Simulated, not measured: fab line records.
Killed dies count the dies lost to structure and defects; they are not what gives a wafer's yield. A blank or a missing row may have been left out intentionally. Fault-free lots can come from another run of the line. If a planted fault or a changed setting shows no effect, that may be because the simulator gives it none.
Which tool did it?    flow n5-finfet    Sampling: 9 lots, 27 wafers, 5 of 1938 route steps

WHAT THE GAUGES READ, wafer by wafer
N5_BEOL_M4_RC_MEAS_101.
lot   measured      on         DIBL_N (mV/V)
L735  day 8 12:53   prober-02  35.2 37.0 37.2
L736  day 8 18:44   prober-01  35.9 35.3 34.9
L739  day 9 21:12   prober-01  36.6 35.3 37.3
L742  day 11 00:04  prober-02  34.9 34.8 34.8
L744  day 12 03:04  prober-02  35.7 35.0 35.9
L746  day 12 02:16  prober-01  35.2 32.5 35.8
L748  day 12 10:53  prober-02  36.3 36.9 38.0
L754  day 13 17:34  prober-01  36.5 35.8 36.6
L756  day 14 01:35  prober-02  35.1 35.3 35.1

WHAT TOOL EACH LOT RAN ON (gives the tool, then ch and the chambers of the sampled wafers, and finally the start)
lot   N5_HKMG_FIN_ALD_75               N5_HKMG_FIN_ETCH_54                N5_HKMG_FIN_ETCH_55                N5_HKMG_FIN_CVD_62
L735  ald-hk-03 ch 1,2,3, day 4 00:16  rie-diel-04 ch 0,1,2, day 4 00:52  rie-diel-04 ch 0,1,2, day 4 00:55  thermal-cvd-si-02 ch 0,1,2, day 4 02:33
L736  ald-hk-02 ch 0,2,3, day 4 06:10  rie-diel-02 ch 0,1, day 4 07:15    rie-diel-02 ch 0,1, day 4 07:18    thermal-cvd-si-01 ch 0,1, day 4 08:58
L739  ald-hk-02 ch 2,3, day 5 00:40    rie-diel-04 ch 1,2,3, day 5 01:17  rie-diel-04 ch 1,2,3, day 5 01:21  thermal-cvd-si-02 ch 1,2, day 5 03:02
L742  ald-hk-03 ch 0,1,2, day 5 21:50  rie-diel-02 ch 0,1, day 5 22:25    rie-diel-02 ch 0,1, day 5 22:29    thermal-cvd-si-01 ch 0,1, day 6 00:07
L744  ald-hk-03 ch 0,1, day 6 09:54    rie-diel-04 ch 1,2,3, day 6 10:22  rie-diel-04 ch 1,2,3, day 6 10:25  thermal-cvd-si-01 ch 1,2, day 6 12:04
L746  ald-hk-03 ch 1,2, day 7 00:19    rie-diel-04 ch 1,2,3, day 7 00:54  rie-diel-04 ch 1,2,3, day 7 00:58  thermal-cvd-si-01 ch 0,1,2, day 7 02:36
L748  ald-hk-03 ch 1,2, day 7 10:25    rie-diel-04 ch 0,3, day 7 11:00    rie-diel-04 ch 0,3, day 7 11:04    thermal-cvd-si-01 ch 0,2, day 7 12:42
L754  ald-hk-02 ch 0,1,2, day 8 15:40  rie-diel-04 ch 1,2, day 8 16:19    rie-diel-04 ch 1,2, day 8 16:23    thermal-cvd-si-01 ch 0,2, day 8 18:01
L756  ald-hk-03 ch 1,2, day 9 04:30    rie-diel-04 ch 1,2, day 9 05:05    rie-diel-04 ch 1,2, day 9 05:09    thermal-cvd-si-01 ch 0,1,2, day 9 06:47
- N5_HKMG_FIN_ALD_75: deposits Al2O3, target thk 1 nm, co reactant pulse time 1 s.
- N5_HKMG_FIN_ETCH_54: etches SiARC in CF4, target depth 45.5 nm, time 75.8 s.
- N5_HKMG_FIN_ETCH_55: etches SOC in N2/H2, target depth 240 nm, time 300 s.
- N5_HKMG_FIN_CVD_62: deposits a-Si from Si2H6, target thk 3 nm, time 20.8 s.

THE ANSWER, worked out from the rows above alone
Rule: the lots themselves supply what counts as usual. Put in order of their means at a reading, lots are off if they are a third of the lots or fewer, leave a main group of 4 or more, and stand apart from it by a gap of 3 or more times the standard deviation of the main group's means; of several such gaps the widest counts. The tables above print the reading to a certain number of digits; a main group whose means all agree to those digits is not used. A lot without any number at a reading at which 4 lots or more have one is off too. The other lots that the step has rows for count as sound.
Nothing can be told from this: no lot is off at any reading shown.

WHAT THE SIMULATOR HAD PUT IN
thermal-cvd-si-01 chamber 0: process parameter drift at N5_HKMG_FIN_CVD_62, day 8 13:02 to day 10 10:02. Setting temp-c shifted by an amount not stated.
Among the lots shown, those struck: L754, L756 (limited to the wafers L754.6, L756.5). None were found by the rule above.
